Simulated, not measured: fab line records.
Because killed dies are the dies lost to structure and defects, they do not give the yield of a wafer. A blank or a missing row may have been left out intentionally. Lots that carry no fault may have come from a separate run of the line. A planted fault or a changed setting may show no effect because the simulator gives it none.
One fault seen from 2 desks | flow n5-finfet | only its own numbers are on each desk; what lay behind them is given at the end

== AT THE TOOL OWNER'S DESK: rie-diel-04 ==
The tool's own readings at N5_BEOL_M9_TRENCH_ETCH_37 (etches SiCOH lowk in C4F6/O2, target depth 151.43 nm, time 49 s): means of the sampled wafers that have a number, for each lot that ran on this tool. The brackets show how far a lot's mean lies from the usual mean; more than 4 standard deviations puts the lot out of limits, marked OUT. Of its 8 readings 7 are shown: those that lie furthest out on some lot.
Columns: A = C4F6_flow_sccm at N5_BEOL_M9_TRENCH_ETCH_37, usual 10.001 sccm; B = drypump-motor-current-A at N5_BEOL_M9_TRENCH_ETCH_37, usual 5.6 A; C = oes_o_777_au at N5_BEOL_M9_TRENCH_ETCH_37, usual 0.83 a.u.; D = oes-product-au at N5_BEOL_M9_TRENCH_ETCH_37, usual 0.82 a.u.; E = rf-vpp-V at N5_BEOL_M9_TRENCH_ETCH_37, usual 656 V; F = showerhead-plenum-p-Torr at N5_BEOL_M9_TRENCH_ETCH_37, usual 2.83 Torr; G = throttle-valve-pct at N5_BEOL_M9_TRENCH_ETCH_37, usual 20.76 %
lot  | first seen here | A      | B   | C    | D    | E   | F    | G
L818 | day 10 02:18    | 10.002 | 5.8 | 0.74 | 0.73 | 643 | 2.75 | 20.98
L835 | day 14 03:51    | 10.009 | 5.3 | 0.71 | 0.69 | 643 | 2.71 | 20.96
L833 | day 14 04:36    | 9.986  | 5.7 | 0.86 | 0.84 | 642 | 2.75 | 20.93
L836 | day 15 07:44    | 10.014 | 5.0 | 0.82 | 0.84 | 656 | 2.87 | 20.72
Finding of this desk: none of the 4 lots has anything out of limits.

== FROM THE METROLOGY DESK ==
Lot by lot, what the gauges showed, no matter which tool ran the lot: averages of those sampled wafers that carry a number. The brackets show how far a lot's mean lies from the usual mean; more than 4 standard deviations puts the lot out of limits, marked OUT. Shown are 7 of the 11 readings it has, namely the first that went out of limits plus those furthest out on some lot.
Columns: A = DIBL_N at N5_BEOL_M4_RC_MEAS_101, usual 36.1 mV/V; B = DIBL_P at N5_BEOL_M4_RC_MEAS_101, usual 36.1 mV/V; C = IOFF_P at N5_BEOL_M4_RC_MEAS_101, usual 0.21 nA/um; D = ION_N at N5_BEOL_M4_RC_MEAS_101, usual 675 uA/um; E = ION_P at N5_BEOL_M4_RC_MEAS_101, usual 464 uA/um; F = VT_P at N5_BEOL_M4_RC_MEAS_101, usual -250 mV; G = trench-depth-nm at N5_BEOL_M9_OCD_MEAS_38, usual 152 nm
lot  | first seen here | A    | B    | C    | D   | E   | F    | G
L818 | day 8 09:32     | 36.8 | 36.0 | 0.22 | 664 | 460 | -247 | 151
L824 | day 10 04:53    | 37.0 | 36.3 | 0.23 | 673 | 468 | -247 | 0 (-46) OUT
L825 | day 10 05:15    | 35.8 | 36.5 | 0.23 | 681 | 470 | -249 | 0 (-46) OUT
L830 | day 11 15:29    | 35.3 | 33.8 | 0.18 | 675 | 463 | -253 | 155
L831 | day 12 02:38    | 34.1 | 33.7 | 0.19 | 665 | 461 | -251 | 153
L833 | day 12 10:04    | 36.3 | 37.8 | 0.23 | 688 | 466 | -248 | 150
L835 | day 12 17:18    | 37.5 | 37.8 | 0.28 | 693 | 479 | -242 | 147
L836 | day 13 12:38    | 35.0 | 35.6 | 0.18 | 669 | 456 | -254 | 152
This desk finds L824, L825 out of limits, L824 being first, at day 11 20:45 (trench-depth-nm at N5_BEOL_M9_OCD_MEAS_38). Within limits: L818, L830, L831, L833, L835, L836.

== TAKEN TOGETHER ==
The metrology desk could have raised an alarm at day 11 20:45, on L824, L825.
Nothing out of limits was seen by the tool owner's desk.
The tool owner's desk has no number on record for L824, L825.
N5_BEOL_M9_TRENCH_ETCH_37 was run on rie-diel-04 by each of the lots named.

== WHAT THE SIMULATOR HAD INSERTED ==
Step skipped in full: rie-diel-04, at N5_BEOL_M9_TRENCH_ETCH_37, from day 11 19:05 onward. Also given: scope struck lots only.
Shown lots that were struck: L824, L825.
Delay in hours, fault start to first out-of-limits reading, per desk: metrology desk 2.
